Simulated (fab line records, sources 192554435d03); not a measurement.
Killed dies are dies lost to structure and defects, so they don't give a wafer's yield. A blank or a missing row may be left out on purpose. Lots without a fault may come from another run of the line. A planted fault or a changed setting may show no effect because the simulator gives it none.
Chamber matching | flow n5_finfet | N5_BEOL_M8_STRIP_19 on rie_diel-02: 4 sister chambers
The step strips in O2. 14 wafers are shown with their chamber, then 7 later ones without.

WAFERS WITH THEIR CHAMBER
wafer  | chamber | drypump_motor_current_A (A) | showerhead_plenum_p_Torr (Torr) | throttle_valve_pct (%)
L074.4 | 0       | 6.2                         | 2.24                            | 16.43
L074.5 | 2       | 5.5                         | 2.05                            | 16.34
L074.6 | 3       | 4.7                         | 2.07                            | 16.70
L077.1 | 0       | 6.3                         | 2.24                            | 16.42
L077.2 | 1       | 4.9                         | 2.11                            | 16.47
L077.6 | 2       | 5.5                         | 2.04                            | 16.35
L083.3 | 2       | 5.5                         | 2.04                            | 16.37
L083.4 | 0       | 6.2                         | 2.23                            | 16.45
L083.5 | 2       | 5.5                         | 2.04                            | 16.37
L084.1 | 3       | 4.7                         | 2.07                            | 16.74
L084.2 | 2       | 5.5                         | 2.04                            | 16.38
L084.6 | 2       | 5.5                         | 2.04                            | 16.39
L086.1 | 1       | 4.9                         | 2.11                            | 16.52
L086.2 | 0       | 6.2                         | 2.23                            | 16.47

SIGNATURES (means of the wafers above)
reading                  | chamber 0 | chamber 1 | chamber 2 | chamber 3 | scatter within a chamber
drypump_motor_current_A  | 6.225     | 4.900     | 5.500     | 4.700     | 0.0274
showerhead_plenum_p_Torr | 2.2350    | 2.1100    | 2.0417    | 2.0700    | 0.00428
throttle_valve_pct       | 16.4425   | 16.4950   | 16.3667   | 16.7200   | 0.0229
Rule: a wafer's distance from a chamber is the root of the sum, over the readings, of the square of ((its reading less the chamber's mean) divided by the reading's scatter). The wafer belongs to the nearest chamber; if the next one is less than 2 further off, it can't be placed. The scatter: the root of (the sum of the squares of (reading less its chamber's mean) over the shown wafers, divided by (wafers less chambers)).

WAFERS WITHOUT THEIR CHAMBER
wafer  | drypump_motor_current_A (A) | showerhead_plenum_p_Torr (Torr) | throttle_valve_pct (%)
L086.5 | 5.5                         | 2.04                            | 16.39
L092.2 | 5.5                         | 2.03                            | 16.40
L092.4 | 6.2                         | 2.23                            | 16.50
L092.6 | 5.5                         | 2.03                            | 16.41
L095.1 | 4.9                         | 2.10                            | 16.58
L095.4 | 6.3                         | 2.22                            | 16.52
L095.5 | 4.7                         | 2.06                            | 16.80

WHICH CHAMBER EACH WENT THROUGH
wafer  | from the rows above | in truth
L086.5 | 2                   | 2
L092.2 | 2                   | 2
L092.4 | 0                   | 0
L092.6 | 2                   | 2
L095.1 | 1                   | 1
L095.4 | 0                   | 0
L095.5 | 3                   | 3
Placed correctly: 7 of 7. Can't be placed from these rows: 0. Placed wrongly: 0.
